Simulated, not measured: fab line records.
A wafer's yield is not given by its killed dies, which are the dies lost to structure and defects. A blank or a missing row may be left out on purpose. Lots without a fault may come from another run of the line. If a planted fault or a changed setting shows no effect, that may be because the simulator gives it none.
Split-lot experiment    flow n5 finfet    on a route of 1938 steps: 7 lots, 21 wafers read

## THE SPLIT
At N5_BEOL_M2_ALD_98 (deposits SiO2, target thk 2.5 nm, pulse time 1 s, co reactant pulse time 1 s), the setting ald cycles was moved away from the recipe's 17 on 10 of the 21 wafers read, by -11.8% to +11.8%. All remaining wafers had this setting at the recipe value.

The reading comes from the split's own step.

## THE READING
SiO2_of_BEOL_M2_ALD_98.thk nm (the simulator's own value, which no gauge read), in nm, at N5_BEOL_M2_ALD_98 (deposits SiO2, target thk 2.5 nm, pulse time 1 s, co reactant pulse time 1 s). There is no usual value for it anywhere in the file. Across the 11 wafers here that went through the recipe, the average is 2.6 nm and the standard deviation 0.077 nm.

wafer   tool, chamber at the split  ald cycles as run  against the recipe  SiO2_of_BEOL_M2_ALD_98.thk nm, nm  against lot-mates on the recipe
L080.2  ald sin-04, 0,1             16                 -5.9%               2.4                                -0.2
L080.4  ald sin-04, 0,1             16                 -5.9%               2.4                                -0.2
L080.3  ald sin-04, 3               17                 recipe              2.6                                -
L081.1  ald sin-01, 3,1             17                 recipe              2.6                                -
L081.4  ald sin-01, 3,1             17                 recipe              2.6                                -
L081.5  ald sin-01, 1               18                 +5.9%               2.6                                +0.0
L085.1  ald sin-01, 1,2,0           17                 recipe              2.6                                -
L085.2  ald sin-01, 1,2,0           17                 recipe              2.6                                -
L085.5  ald sin-01, 1,2,0           17                 recipe              2.6                                -
L086.2  ald sin-04, 1               17                 recipe              2.6                                -
L086.4  ald sin-04, 2,0             16                 -5.9%               2.4                                -0.2
L086.6  ald sin-04, 2,0             16                 -5.9%               2.4                                -0.2
L088.3  ald sin-01, 2               17                 recipe              2.6                                -
L088.4  ald sin-01, 3,2             19                 +11.8%              2.8                                +0.2
L088.5  ald sin-01, 3,2             19                 +11.8%              2.8                                +0.2
L089.3  ald sin-04, 0               15                 -11.8%              2.2                                -0.3
L089.4  ald sin-04, 3               17                 recipe              2.6                                -
L089.6  ald sin-04, 1               17                 recipe              2.4                                -
L097.1  ald sin-03, 3,1             19                 +11.8%              2.8                                +0.4
L097.6  ald sin-03, 3,1             19                 +11.8%              2.8                                +0.4
L097.3  ald sin-03, 0               17                 recipe              2.4                                -
The file does not say which wafer passed through which chamber wherever a row lists several chambers: such a row stands for several wafers.

FIT RESULTS
A straight line over all 21 wafers: SiO2_of_BEOL_M2_ALD_98.thk nm changes by +0.0229 nm for each +1% of ald cycles; r = +0.92; the points scatter about the line by 0.066 nm.
The same after taking each lot's own level away (the mean of its wafers on the recipe; 21 wafers): +0.0262 nm for each +1%; r = +0.93; scatter 0.067 nm.
According to that fit, moving ald cycles by its largest amount changes the reading by 0.31 nm.
Measured against the standard deviation above, the lots' own levels, which go from 2.40 to 2.60 nm, span 2.6 times it.
Hence the slope depends on the lot-to-lot level, as the two fits are not the same.
Check: with one of the wafers moved furthest among these (+11.8%) left out of the fit, the line predicts +0.312 nm for it against its lot-mates. Against them it came out at +0.2 nm.

## FURTHER SPLITS ON THESE WAFERS
These wafers also went through other splits before the reading. Each is held against what the fit with the lots' levels taken away leaves over:
other split on the same wafers         wafers away from the commonest value  r with SiO2_of_BEOL_M2_ALD_98.thk nm (lot level and that fit taken away)
N5_HKMG_FIN_COAT_66 spin rpm           9                                     -0.25
N5_MOL_CONTACT_COAG_ALD_27 ald cycles  6                                     -0.05
N5_MOL_CONTACT_COAG_EXPOSE_81 dose mj  9                                     +0.16
N5_BEOL_M0_SAQP_ETCH_88 source w       8                                     +0.28
N5_BEOL_M1_TRENCH_ETCH_37 source w     7                                     +0.01

## THE FILE'S OWN FIT
SiO2_of_BEOL_M2_ALD_98.thk nm changes by +0.0249 nm for each +1% of ald cycles, r = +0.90.
